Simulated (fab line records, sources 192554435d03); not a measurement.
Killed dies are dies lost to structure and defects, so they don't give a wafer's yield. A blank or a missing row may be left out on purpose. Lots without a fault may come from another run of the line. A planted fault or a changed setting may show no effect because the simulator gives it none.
Chamber matching | flow n5_finfet | N5_GATE_CUT_ETCH_36 on rie_diel-01: 4 sister chambers
The step etches SiARC in CF4, target depth 13 nm, time 21.7 s. 22 wafers are shown with their chamber, then 11 later ones without.

WAFERS WITH THEIR CHAMBER
wafer  | chamber | showerhead_plenum_p_Torr (Torr) | drypump_motor_current_A (A) | etch_rf_on_time_s (s)
L074.1 | 2       | 2.10                            | 5.4                         | 22.2
L074.2 | 3       | 2.17                            | 5.3                         | 20.3
L074.6 | 1       | 2.17                            | 5.5                         | 21.0
L076.1 | 0       | 2.26                            | 6.8                         | 22.0
L076.3 | 2       | 2.10                            | 5.3                         | 22.1
L076.4 | 1       | 2.17                            | 5.5                         | 20.8
L078.1 | 0       | 2.25                            | 6.7                         | 21.7
L078.2 | 1       | 2.17                            | 5.5                         | 20.8
L078.5 | 1       | 2.17                            | 5.5                         | 20.8
L079.1 | 1       | 2.17                            | 5.5                         | 20.8
L079.5 | 1       | 2.17                            | 5.5                         | 20.5
L079.6 | 0       | 2.25                            | 6.7                         | 21.8
L080.1 | 0       | 2.25                            | 6.7                         | 22.0
L080.2 | 1       | 2.17                            | 5.5                         | 20.8
L080.6 | 1       | 2.17                            | 5.5                         | 20.8
L083.4 | 2       | 2.10                            | 5.3                         | 21.6
L083.5 | 1       | 2.17                            | 5.5                         | 20.9
L083.6 | 0       | 2.25                            | 6.7                         | 21.9
L084.2 | 0       | 2.25                            | 6.7                         | 22.1
L084.4 | 2       | 2.10                            | 5.3                         | 21.8
L084.5 | 0       | 2.25                            | 6.7                         | 21.9
L087.1 | 2       | 2.10                            | 5.3                         | 22.0

SIGNATURES (means of the wafers above)
reading                  | chamber 0 | chamber 1 | chamber 2 | chamber 3 | scatter within a chamber
showerhead_plenum_p_Torr | 2.2514    | 2.1700    | 2.1000    | 2.1700    | 0.00218
drypump_motor_current_A  | 6.714     | 5.500     | 5.320     | 5.300     | 0.0303
etch_rf_on_time_s        | 21.914    | 20.800    | 21.940    | 20.300    | 0.163
Rule: a wafer's distance from a chamber is the root of the sum, over the readings, of the square of ((its reading less the chamber's mean) divided by the reading's scatter). The wafer belongs to the nearest chamber; if the next one is less than 2 further off, it can't be placed. The scatter: the root of (the sum of the squares of (reading less its chamber's mean) over the shown wafers, divided by (wafers less chambers)).

WAFERS WITHOUT THEIR CHAMBER
wafer  | showerhead_plenum_p_Torr (Torr) | drypump_motor_current_A (A) | etch_rf_on_time_s (s)
L087.3 | 2.17                            | 5.2                         | 20.4
L087.6 | 2.17                            | 5.2                         | 20.4
L090.2 | 2.16                            | 5.5                         | 21.0
L090.5 | 2.17                            | 5.2                         | 20.6
L090.6 | 2.09                            | 5.3                         | 22.1
L094.2 | 2.25                            | 6.7                         | 22.2
L094.3 | 2.17                            | 5.2                         | 20.6
L094.5 | 2.17                            | 5.2                         | 20.5
L097.1 | 2.16                            | 5.5                         | 20.8
L097.3 | 2.09                            | 5.3                         | 21.7
L097.4 | 2.24                            | 6.8                         | 22.2

WHICH CHAMBER EACH WENT THROUGH
wafer  | from the rows above | in truth
L087.3 | 3                   | 3
L087.6 | 3                   | 3
L090.2 | 1                   | 1
L090.5 | 3                   | 3
L090.6 | 2                   | 2
L094.2 | 0                   | 0
L094.3 | 3                   | 3
L094.5 | 3                   | 3
L097.1 | 1                   | 1
L097.3 | 2                   | 2
L097.4 | 0                   | 0
Placed correctly: 11 of 11. Can't be placed from these rows: 0. Placed wrongly: 0.
